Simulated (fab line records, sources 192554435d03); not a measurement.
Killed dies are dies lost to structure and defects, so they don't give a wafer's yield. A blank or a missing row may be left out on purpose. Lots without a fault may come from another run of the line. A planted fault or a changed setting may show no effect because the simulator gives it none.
Which tool did it? | flow n5_finfet | 11 lots, 31 wafers sampled, at 1 step of a route of 1938

WHAT THE GAUGES READ, wafer by wafer
N5_BEOL_M8_CD_MEAS_11: target cd 38.5 nm. Usual: cd_nm 38.6 nm, standard deviation 0.5.
lot  | measured     | on        | cd_nm (nm)     | flag
L231 | day 10 00:21 | cd_sem-01 | 38.3 39.1 38.3 |
L234 | day 10 03:43 | cd_sem-03 | 38.3 39.3 39.0 |
L235 | day 10 21:34 | cd_sem-02 | 38.3 38.3 38.5 |
L237 | day 11 05:41 | cd_sem-02 | 38.5 39.3 39.0 |
L240 | day 11 16:19 | cd_sem-01 | 38.8 38.9 39.5 |
L241 | day 12 14:33 | cd_sem-01 | 38.6 38.6      |
L246 | day 13 14:14 | cd_sem-02 | 38.5 38.0 37.3 |
L247 | day 13 22:47 | cd_sem-03 | 38.2 38.1 38.3 |
L249 | day 14 09:59 | cd_sem-02 | 39.3 39.1      |
L250 | day 15 02:13 | cd_sem-03 | 38.8 38.3 38.2 |
L252 | day 15 07:19 | cd_sem-02 | 38.3 38.9 38.3 |

WHICH TOOL RAN EACH LOT (tool, then ch and the chambers of the sampled wafers, then the start)
The record holds no process step before these readings.

WHAT THE TOOLS THEMSELVES READ (means of the sampled wafers that have a number; where no wafer has one, the mark that the record gives instead)
The record holds no such reading with a usual standard deviation.

THE ANSWER, worked out from the rows above alone
Rule: a lot is off if the mean of its wafers that have a number lies more than 3 standard deviations from the usual mean. A lot without any number at a reading at which 4 lots or more have one is off too. The other lots that the step has rows for count as sound. The gauges are gone through in route order, then the tools' own readings, and for those a lot's mean is taken as printed above. The first step at which some lot is off is used, and at that step the reading that is off furthest; a lot without a number counts as furthest.
No lot is off at any reading shown: from this, nothing can be told.

WHAT THE SIMULATOR HAD PUT IN
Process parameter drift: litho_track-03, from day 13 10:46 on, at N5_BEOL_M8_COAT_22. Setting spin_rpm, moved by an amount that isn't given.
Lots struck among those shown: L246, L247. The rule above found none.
